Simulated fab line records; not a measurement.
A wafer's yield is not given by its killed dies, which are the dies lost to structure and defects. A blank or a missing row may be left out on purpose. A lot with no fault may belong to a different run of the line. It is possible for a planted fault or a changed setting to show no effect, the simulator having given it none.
Chamber matching :: flow nand-harc :: NHARC_A_WL_FILL_ALD_02 on ald-metal-01: 4 sister chambers
The step deposits TiN, target thk 2 nm, pulse time 3 s, ald cycles 100. 8 wafers are shown with their chamber, then 10 later ones without.

## WAFERS WITH THEIR CHAMBER
wafer: L075.6
chamber: 3
heater-power-w (W): 1128
precursor-pulse-height-rel: 0.999

wafer: L084.3
chamber: 3
heater-power-w (W): 1028
precursor-pulse-height-rel: 1.030

wafer: L085.3
chamber: 2
heater-power-w (W): 923
precursor-pulse-height-rel: 1.018

wafer: L085.1
chamber: 0
heater-power-w (W): 1095
precursor-pulse-height-rel: 0.965

wafer: L085.5
chamber: 2
heater-power-w (W): 914
precursor-pulse-height-rel: 0.981

wafer: L085.6
chamber: 1
heater-power-w (W): 1010
precursor-pulse-height-rel: 1.015

wafer: L090.1
chamber: 1
heater-power-w (W): 1029
precursor-pulse-height-rel: 0.982

wafer: L090.4
chamber: 0
heater-power-w (W): 1122
precursor-pulse-height-rel: 1.023

## WAFERS WITH NO CHAMBER GIVEN
wafer: L090.5
heater-power-w (W): 913
precursor-pulse-height-rel: 0.972

wafer: L091.2
heater-power-w (W): 1080
precursor-pulse-height-rel: 1.017

wafer: L091.5
heater-power-w (W): 1049
precursor-pulse-height-rel: 1.007

wafer: L091.6
heater-power-w (W): 927
precursor-pulse-height-rel: 0.965

wafer: L092.3
heater-power-w (W): 1037
precursor-pulse-height-rel: 1.006

wafer: L092.5
heater-power-w (W): 953
precursor-pulse-height-rel: 1.027

wafer: L092.6
heater-power-w (W): 1017
precursor-pulse-height-rel: 0.987

wafer: L095.2
heater-power-w (W): 1118
precursor-pulse-height-rel: 1.015

wafer: L095.4
heater-power-w (W): 1101
precursor-pulse-height-rel: 1.002

wafer: L095.5
heater-power-w (W): 926
precursor-pulse-height-rel: 0.972

## THE CHAMBER EACH PASSED THROUGH
wafer: L090.5
from the rows above: 2
in truth: 2

wafer: L091.2
from the rows above: can't be placed: 3 or 0 or 1
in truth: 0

wafer: L091.5
from the rows above: can't be placed: 3 or 1 or 0
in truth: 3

wafer: L091.6
from the rows above: can't be placed: 2 or 1
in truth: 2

wafer: L092.3
from the rows above: can't be placed: 1 or 3 or 0
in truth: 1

wafer: L092.5
from the rows above: can't be placed: 2 or 1
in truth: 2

wafer: L092.6
from the rows above: can't be placed: 1 or 3
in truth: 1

wafer: L095.2
from the rows above: can't be placed: 0 or 3 or 1
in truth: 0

wafer: L095.4
from the rows above: can't be placed: 0 or 3 or 1
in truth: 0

wafer: L095.5
from the rows above: can't be placed: 2 or 1
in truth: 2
Placed correctly: 1 of 10. From these rows, 9 cannot be placed; in 9 the true chamber is one of the candidates. Placed wrongly: 0.
How it was worked out, from the rows above alone: a wafer's distance from a chamber is the root of the sum, over the readings, of the square of ((its reading less the chamber's mean) divided by the reading's scatter). The wafer belongs to the nearest chamber; if the next one is less than 2 further off, it can't be placed. The mean given for a chamber averages the wafers shown for that chamber. How the scatter is found: for the shown wafers, subtract from each reading the mean of its chamber, square and add these, divide the total by (wafers less chambers), then take the root.
